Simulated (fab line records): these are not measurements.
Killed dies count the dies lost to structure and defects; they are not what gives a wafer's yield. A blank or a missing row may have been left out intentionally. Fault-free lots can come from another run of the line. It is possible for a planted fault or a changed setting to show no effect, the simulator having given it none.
Matching of chambers	flow n5 finfet	N5_BEOL_M1_DESCUM_16 on rie diel-05 has 4 sister chambers
The step chemistry O2, time 7 s. 14 wafers are shown with their chamber, then 7 later ones without.

== WAFERS PAIRED WITH THEIR CHAMBERS ==
wafer	chamber	throttle valve pct (%)	oes product au (a.u.)	rf vpp V (V)
L075.2	2	20.43	0.73	245.2
L075.4	0	20.37	0.94	244.9
L075.6	1	20.21	0.76	244.7
L076.2	0	20.38	0.94	244.5
L076.3	2	20.43	0.73	242.3
L076.5	0	20.38	0.93	244.3
L082.1	0	20.40	0.91	245.6
L082.3	2	20.46	0.72	243.5
L082.5	0	20.41	0.91	243.3
L083.1	3	20.56	0.67	242.7
L083.3	1	20.23	0.75	241.9
L083.4	0	20.38	0.90	244.7
L085.1	2	20.45	0.71	243.0
L085.2	3	20.56	0.68	242.2

SIGNATURES (averages over the wafers above)
reading	chamber 0	chamber 1	chamber 2	chamber 3	scatter within a chamber
throttle valve pct	20.3867	20.2200	20.4425	20.5600	0.0142
oes product au	0.9217	0.7550	0.7225	0.6750	0.0136
rf vpp V	244.550	243.300	243.500	242.450	1.07
Rule: a wafer lies at a distance from a chamber equal to the root of the sum of squares, over the readings, of (its reading less the chamber's mean, divided by the reading's scatter). If the next closest chamber is less than 2 further off than the closest, the wafer can't be placed; otherwise it belongs to the closest. The scatter: take each reading less its chamber's mean, square it, sum over the shown wafers, divide by the number of wafers less the number of chambers, and take the root.

== WAFERS WITHOUT THEIR CHAMBER ==
wafer	throttle valve pct (%)	oes product au (a.u.)	rf vpp V (V)
L085.6	20.39	0.91	246.5
L091.1	20.42	0.88	243.0
L091.2	20.58	0.67	243.9
L091.3	20.48	0.71	242.9
L095.2	20.43	0.85	246.2
L095.3	20.27	0.72	244.3
L095.4	20.59	0.66	241.6

== EACH ONE'S CHAMBER ==
wafer	from the rows above	in truth
L085.6	0	0
L091.1	0	0
L091.2	3	3
L091.3	2	2
L095.2	0	0
L095.3	1	1
L095.4	3	3
Placed correctly: 7 of 7. From these rows, 0 cannot be placed. 0 placed wrongly.
